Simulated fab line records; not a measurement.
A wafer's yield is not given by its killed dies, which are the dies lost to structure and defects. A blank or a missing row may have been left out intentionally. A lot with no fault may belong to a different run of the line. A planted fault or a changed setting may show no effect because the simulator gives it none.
What tool caused it? ; flow n5_finfet ; 9 lots with 27 wafers sampled at 5 steps, on a route of 1938 steps

## WHAT THE GAUGES SHOWED, per wafer
N5_BEOL_M4_RC_MEAS_101. Usual: DIBL_N 36.3 mV/V, standard deviation 1.2; DIBL_P 36.3 mV/V, standard deviation 1.4; IOFF_N 0.157 nA/um, standard deviation 0.02; IOFF_P 0.22 nA/um, standard deviation 0.033; ION_N 675 uA/um, standard deviation 9.6; ION_P 465 uA/um, standard deviation 8.2; SS_N 71.4 mV/dec, standard deviation 0.45; SS_P 73.3 mV/dec, standard deviation 0.54; VT_N 249.8 mV, standard deviation 2.5; VT_P -249 mV, standard deviation 3.2.
lot;measured;on;DIBL_N (mV/V);DIBL_P (mV/V);IOFF_N (nA/um);IOFF_P (nA/um);ION_N (uA/um);ION_P (uA/um);SS_N (mV/dec);SS_P (mV/dec);VT_N (mV);VT_P (mV);flag
L302;day 8 19:53;prober-01;34.6 35.1 35.3;34.8 34.9 35.1;0.128 0.132 0.137;0.16 0.17 0.17;665 662 668;455 453 455;71.2 71.7 71.2;72.0 72.3 71.9;251.3 251.7 253.9;-256 -253 -254;
L304;day 9 17:05;prober-01;36.7 36.6 36.4;36.7 36.2 36.4;0.185 0.163 0.179;0.25 0.23 0.25;695 679 695;475 466 477;72.2 71.9 71.0;73.9 72.6 72.6;247.5 250.2 246.5;-249 -249 -246;
L307;day 10 18:29;prober-02;37.6 35.8 35.3;37.5 34.8 34.3;0.184 0.135 0.135;0.22 0.17 0.17;686 662 664;470 449 458;71.3 71.1 71.0;73.1 72.5 72.0;244.6 250.2 251.1;-247 -251 -251;
L315;day 12 20:43;prober-02;36.3 37.1 37.9;36.0 36.6 38.3;0.133 0.149 0.163;0.20 0.21 0.24;666 677 686;461 464 477;71.5 71.6 71.9;72.2 72.6 74.0;254.8 251.3 249.4;-251 -247 -248;
L317;day 13 11:38;prober-02;35.0 35.3 34.5;35.0 35.0 33.3;0.143 0.149 0.137;0.25 0.23 0.21;674 677 687;464 472 473;72.2 71.7 71.4;73.6 73.6 73.2;251.8 252.1 250.9;-248 -247 -248;
L320;day 13 20:59;prober-02;38.3 37.7 38.1;38.4 38.6 38.6;0.206 0.195 0.199;0.26 0.26 0.26;675 675 692;463 467 474;72.1 72.2 71.5;74.6 73.5 73.9;247.8 247.5 244.4;-247 -249 -245;
L321;day 14 03:20;prober-02;37.2 37.1 35.9;37.3 36.7 34.6;0.186 0.174 0.154;0.26 0.25 0.22;691 683 689;481 473 474;71.4 71.6 70.7;74.0 74.1 73.9;247.1 249.6 253.2;-246 -247 -250;
L322;day 13 19:12;prober-01;35.7 37.4 36.5;36.1 37.9 36.6;0.147 0.182 0.170;0.25 0.28 0.26;673 675 667;469 473 464;71.2 71.5 71.8;73.3 74.0 73.9;249.2 246.1 247.4;-246 -245 -246;
L323;day 14 19:49;prober-02;38.2 34.8 39.5;39.2 34.9 40.7;0.187 0.119 0.208;0.29 0.20 0.34;688 665 685;471 470 478;71.6 70.4 71.7;74.1 72.6 74.1;249.0 251.8 247.2;-242 -248 -243;

## TOOL THAT RAN EACH LOT (tool first, then ch and the chambers of the sampled wafers, then the start)
lot;N5_HKMG_FIN_DESCUM_17;N5_HKMG_FIN_COAT_85;N5_HKMG_FIN_NWFM_ALD_20;N5_HKMG_FIN_ALD_21
L302;rie_diel-01 ch 1,2, day 4 16:48;litho_track-05 ch 0, day 4 18:03;ald_metal-01 ch 0,2,3, day 4 18:45;ald_metal-01 ch 0,1,3, day 4 19:56
L304;rie_diel-06 ch 0,1,2, day 5 05:35;litho_track-05 ch 0, day 5 06:50;ald_metal-04 ch 1,2, day 5 07:32;ald_metal-01 ch 0,2,3, day 5 09:01
L307;rie_diel-03 ch 0,3, day 6 00:00;litho_track-05 ch 0, day 6 01:15;ald_metal-01 ch 1,3, day 6 02:17;ald_metal-01 ch 0,1, day 6 03:28
L315;rie_diel-01 ch 1,3, day 7 23:19;litho_track-03 ch 0, day 8 00:34;ald_metal-04 ch 0,1,2, day 8 01:16;ald_metal-03 ch 2,3, day 8 02:32
L317;rie_diel-06 ch 1,3, day 8 11:59;litho_track-03 ch 0, day 8 13:14;ald_metal-03 ch 1,2,3, day 8 13:58;ald_metal-03 ch 0,1,3, day 8 15:09
L320;rie_diel-01 ch 0,3, day 9 04:35;litho_track-05 ch 0, day 9 05:51;ald_metal-03 ch 0,3, day 9 06:34;ald_metal-04 ch 0,1, day 9 07:44
L321;rie_diel-06 ch 0,1,2, day 9 11:34;litho_track-04 ch 0, day 9 12:50;ald_metal-04 ch 2,3, day 9 13:32;ald_metal-03 ch 2,3, day 9 14:46
L322;rie_diel-03 ch 0,1, day 9 17:55;litho_track-04 ch 0, day 9 19:16;ald_metal-03 ch 2,3, day 9 19:58;ald_metal-04 ch 0,2,3, day 9 21:10
L323;rie_diel-01 ch 0,1,3, day 9 23:51;litho_track-03 ch 0, day 10 01:07;ald_metal-03 ch 0,1,3, day 10 01:49;ald_metal-04 ch 1,3, day 10 03:05
- N5_HKMG_FIN_DESCUM_17: chemistry O2, time 7.9 s.
- N5_HKMG_FIN_COAT_85: time 60 s, resist thk 300 nm.
- N5_HKMG_FIN_NWFM_ALD_20: deposits TiAlC, target thk 2 nm, pulse time 3 s, purge time 2 s.
- N5_HKMG_FIN_ALD_21: deposits TiN, target thk 1.5 nm, pulse time 1 s, purge time 3 s.

## AS READ BY THE TOOLS THEMSELVES (means over the sampled wafers that have a number; for cases with no such wafer, the mark the record gives instead)
N5_HKMG_FIN_DESCUM_17. Usual: drypump_motor_current_A 5.8 A, standard deviation 0.4; oes_product_au 0.81 a.u., standard deviation 0.078; rf_vpp_V 243.2 V, standard deviation 1.2; showerhead_plenum_p_Torr 2.10 Torr, standard deviation 0.061; throttle_valve_pct 20.45 %, standard deviation 0.28.
lot;tool;drypump_motor_current_A (A);oes_product_au (a.u.);rf_vpp_V (V);showerhead_plenum_p_Torr (Torr);throttle_valve_pct (%);flag
L302;rie_diel-01;5.6;0.83;243.8;2.15;20.23;
L304;rie_diel-06;6.1;0.80;242.1;2.08;20.65;
L307;rie_diel-03;5.4;0.72;242.5;2.05;20.63;
L315;rie_diel-01;5.7;0.87;242.9;2.09;20.03;
L317;rie_diel-06;5.6;0.83;242.0;2.05;20.52;
L320;rie_diel-01;5.9;0.91;242.5;2.04;20.17;
L321;rie_diel-06;6.2;0.76;242.6;2.07;20.71;
L322;rie_diel-03;5.9;0.76;245.1;2.18;20.59;
L323;rie_diel-01;5.7;0.86;242.6;2.06;20.24;

N5_HKMG_FIN_COAT_85. Usual: 1500.1 rpm for spin_speed_rpm, sd 1.2.
lot;tool;spin_speed_rpm (rpm);flag
L302;litho_track-05;1499.9;
L304;litho_track-05;1463.6;OFF
L307;litho_track-05;1464.2;OFF
L315;litho_track-03;1499.5;
L317;litho_track-03;1499.5;
L320;litho_track-05;1500.1;
L321;litho_track-04;1499.0;
L322;litho_track-04;1500.1;
L323;litho_track-03;1499.7;

N5_HKMG_FIN_NWFM_ALD_20. Usual: heater_power_w 503 W, standard deviation 48; precursor_pulse_height_rel 0.997, standard deviation 0.019; susceptor_temp_C 300.00 C, standard deviation 0.21.
lot;tool;heater_power_w (W);precursor_pulse_height_rel;susceptor_temp_C (C);flag
L302;ald_metal-01;504;0.998;299.72;
L304;ald_metal-04;549;1.014;299.85;
L307;ald_metal-01;486;0.999;300.06;
L315;ald_metal-04;531;0.998;299.84;
L317;ald_metal-03;514;0.971;299.93;
L320;ald_metal-03;495;0.994;299.88;
L321;ald_metal-04;481;0.999;300.15;
L322;ald_metal-03;523;1.010;299.94;
L323;ald_metal-03;488;0.998;299.88;

N5_HKMG_FIN_ALD_21. Usual: heater_power_w 893 W, standard deviation 78; precursor_pulse_height_rel 1.000, standard deviation 0.02; susceptor_temp_C 400.00 C, standard deviation 0.23.
lot;tool;heater_power_w (W);precursor_pulse_height_rel;susceptor_temp_C (C);flag
L302;ald_metal-01;933;0.983;399.95;
L304;ald_metal-01;883;1.011;399.98;
L307;ald_metal-01;956;0.990;400.06;
L315;ald_metal-03;929;1.002;399.85;
L317;ald_metal-03;879;1.009;400.13;
L320;ald_metal-04;928;0.999;399.95;
L321;ald_metal-03;896;1.009;399.92;
L322;ald_metal-04;874;0.992;400.05;
L323;ald_metal-04;836;1.014;399.86;

## THE ANSWER, worked out from the rows above alone
Rule: a lot is off if the mean of its wafers that have a number lies more than 3 standard deviations from the usual mean. Also off: a lot with no number at a reading for which 4 or more lots have one. All remaining lots with rows at the step are treated as sound. After the gauges, taken in route order, come the tools' own readings; for these a lot's mean is taken, as printed above. At the first step where some lot is off, the reading lying furthest off is the one used; lots without a number count as furthest.
Off, at N5_HKMG_FIN_COAT_85 on spin_speed_rpm: L304, L307.
If a tool, at that step or one of the process steps before it, ran each lot that is off and ran no sound lot following the first of them, it fits. None of those tried fits.

## WHAT THE SIMULATOR HAD INSERTED
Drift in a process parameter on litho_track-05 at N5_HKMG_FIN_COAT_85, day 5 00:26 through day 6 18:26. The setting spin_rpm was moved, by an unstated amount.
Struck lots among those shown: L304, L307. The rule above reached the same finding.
